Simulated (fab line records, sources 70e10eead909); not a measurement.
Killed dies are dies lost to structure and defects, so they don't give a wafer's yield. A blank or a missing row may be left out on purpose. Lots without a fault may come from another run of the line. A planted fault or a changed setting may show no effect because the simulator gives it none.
Chamber matching | flow nand_harc | NHARC_A_STAIRCASE_ETCH_444 on rie_diel-08: 4 sister chambers
The step etches the open film in C4F8/O2, target depth 10200 nm, time 3400 s. 18 wafers are shown with their chamber, then 9 later ones without.

WAFERS WITH THEIR CHAMBER
wafer  | chamber | rf_vpp_V (V) | oes_product_au (a.u.)
L076.1 | 1       | 812          | 0.933
L076.5 | 0       | 804          | 0.943
L076.6 | 1       | 813          | 0.939
L078.3 | 3       | 811          | 0.943
L078.4 | 0       | 805          | 0.942
L078.5 | 1       | 814          | 0.942
L081.2 | 2       | 813          | 0.936
L081.3 | 3       | 810          | 0.933
L081.4 | 3       | 810          | 0.939
L084.1 | 0       | 805          | 0.957
L084.4 | 3       | 810          | 0.938
L084.6 | 2       | 810          | 0.933
L085.2 | 2       | 811          | 0.918
L085.3 | 3       | 810          | 0.924
L085.6 | 0       | 805          | 0.937
L087.1 | 2       | 813          | 0.936
L087.3 | 1       | 812          | 0.933
L087.5 | 3       | 811          | 0.922

SIGNATURES (means of the wafers above)
reading        | chamber 0 | chamber 1 | chamber 2 | chamber 3 | scatter within a chamber
rf_vpp_V       | 804.75    | 812.75    | 811.75    | 810.33    | 0.91
oes_product_au | 0.94475   | 0.93675   | 0.93075   | 0.93317   | 0.00787
Rule: a wafer's distance from a chamber is the root of the sum, over the readings, of the square of ((its reading less the chamber's mean) divided by the reading's scatter). The wafer belongs to the nearest chamber; if the next one is less than 2 further off, it can't be placed. The scatter: the root of (the sum of the squares of (reading less its chamber's mean) over the shown wafers, divided by (wafers less chambers)).

WAFERS WITHOUT THEIR CHAMBER
wafer  | rf_vpp_V (V) | oes_product_au (a.u.)
L089.1 | 811          | 0.933
L089.3 | 805          | 0.940
L089.6 | 813          | 0.934
L092.2 | 805          | 0.933
L092.4 | 813          | 0.928
L092.5 | 814          | 0.921
L096.3 | 810          | 0.936
L096.5 | 811          | 0.928
L096.6 | 812          | 0.939

WHICH CHAMBER EACH WENT THROUGH
wafer  | from the rows above          | in truth
L089.1 | can't be placed: 3 or 2 or 1 | 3
L089.3 | 0                            | 0
L089.6 | can't be placed: 1 or 2      | 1
L092.2 | 0                            | 0
L092.4 | can't be placed: 1 or 2 or 3 | 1
L092.5 | can't be placed: 1 or 2 or 3 | 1
L096.3 | can't be placed: 3 or 2      | 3
L096.5 | can't be placed: 2 or 3 or 1 | 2
L096.6 | can't be placed: 1 or 2 or 3 | 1
Placed correctly: 2 of 9. Can't be placed from these rows: 7 (the true chamber is among the candidates in 7). Placed wrongly: 0.
